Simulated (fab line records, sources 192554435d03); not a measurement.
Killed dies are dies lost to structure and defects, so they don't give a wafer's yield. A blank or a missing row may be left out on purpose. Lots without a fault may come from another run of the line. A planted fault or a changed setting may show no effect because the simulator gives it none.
One fault seen from 3 desks | flow n5_finfet | each desk has only its own numbers; what lay behind them comes last

THE TOOL OWNER'S DESK: rie_metal-01
The tool's own readings at N5_MIM_BOT_ETCH_ETCH_03 (etches the open film in Cl2/BCl3, target depth 12 nm): means of the sampled wafers that have a number, for each lot that ran on this tool. A lot is out of limits, marked OUT, if its mean lies more than 4 standard deviations from the usual mean; the brackets give that distance.
Columns: A = bias_w at N5_MIM_BOT_ETCH_ETCH_03, usual 100.01 W; B = chamber_pressure_mTorr at N5_MIM_BOT_ETCH_ETCH_03, usual 8.000 mTorr; C = drypump_motor_current_A at N5_MIM_BOT_ETCH_ETCH_03, usual 5.7 A; D = oes_product_au at N5_MIM_BOT_ETCH_ETCH_03, usual 0.81 a.u.; E = rf_fwd_power_W at N5_MIM_BOT_ETCH_ETCH_03, usual 794 W; F = throttle_valve_pct at N5_MIM_BOT_ETCH_ETCH_03, usual 27.6 %
lot  | first seen here | A                | B     | C   | D    | E   | F
L959 | day 14 01:17    | 99.80            | 7.993 | 5.9 | 0.91 | 795 | 27.7
L966 | day 16 09:29    | 117.39 (+62) OUT | 7.996 | 5.5 | 0.92 | 795 | 27.4
L971 | day 17 01:28    | 117.53 (+63) OUT | 7.999 | 5.5 | 0.91 | 796 | 27.4
This desk's finding: out of limits on L966, L971; first on L966, day 16 09:29 (bias_w at N5_MIM_BOT_ETCH_ETCH_03). In limits: L959.

THE DEFECT DESK
What the inspections along the route counted, lot by lot: means of the sampled wafers that have a number. A lot is out of limits, marked OUT, if its mean lies more than 4 standard deviations from the usual mean; the brackets give that distance.
Columns: A = raw_defect_count at N5_MIM_BOT_LITHO_INSPECT_12, usual 1.9
lot  | first seen here | A
L959 | day 14 01:05    | 1.0
L961 | day 14 04:11    | 1.0
L966 | day 16 09:18    | 1.7
L971 | day 17 01:14    | 3.3
L972 | day 17 07:18    | 0.3
L974 | day 17 18:01    | 1.7
This desk's finding: nothing out of limits on any of the 6 lots.

THE METROLOGY DESK
What the gauges read, lot by lot, whatever tool the lot ran on: means of the sampled wafers that have a number. A lot is out of limits, marked OUT, if its mean lies more than 4 standard deviations from the usual mean; the brackets give that distance.
Columns: A = cd_nm at N5_MIM_BOT_LITHO_CD_MEAS_08, usual 3000.6 nm; B = MIM_BOT_OVL at N5_MIM_BOT_LITHO_OVL_MEAS_11, usual -1 nm
lot  | first seen here | A      | B
L959 | day 14 01:02    | 2998.5 | -7
L961 | day 14 04:08    | 3000.3 | 2
L966 | day 16 09:14    | 3000.6 | -1
L971 | day 17 01:11    | 3000.1 | 1
L972 | day 17 07:14    | 2997.9 | 4
L974 | day 17 17:58    | 3001.4 | -3
This desk's finding: nothing out of limits on any of the 6 lots.

PUT TOGETHER
The tool owner's desk could have raised an alarm at day 16 09:29, on L966, L971.
The defect desk saw nothing out of limits.
The metrology desk saw nothing out of limits.
The defect desk has L966, L971 on record, within its limits.
The metrology desk has L966, L971 on record, within its limits.
Of the lots named, all ran N5_MIM_BOT_ETCH_ETCH_03 on rie_metal-01.

WHAT THE SIMULATOR HAD PUT IN
Process parameter drift: rie_metal-01, from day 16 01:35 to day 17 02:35, at N5_MIM_BOT_ETCH_ETCH_03. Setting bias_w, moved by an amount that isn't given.
Lots struck among those shown: L966, L971.
Hours from the fault's start to each desk's first reading out of limits: the tool owner's desk, 8.
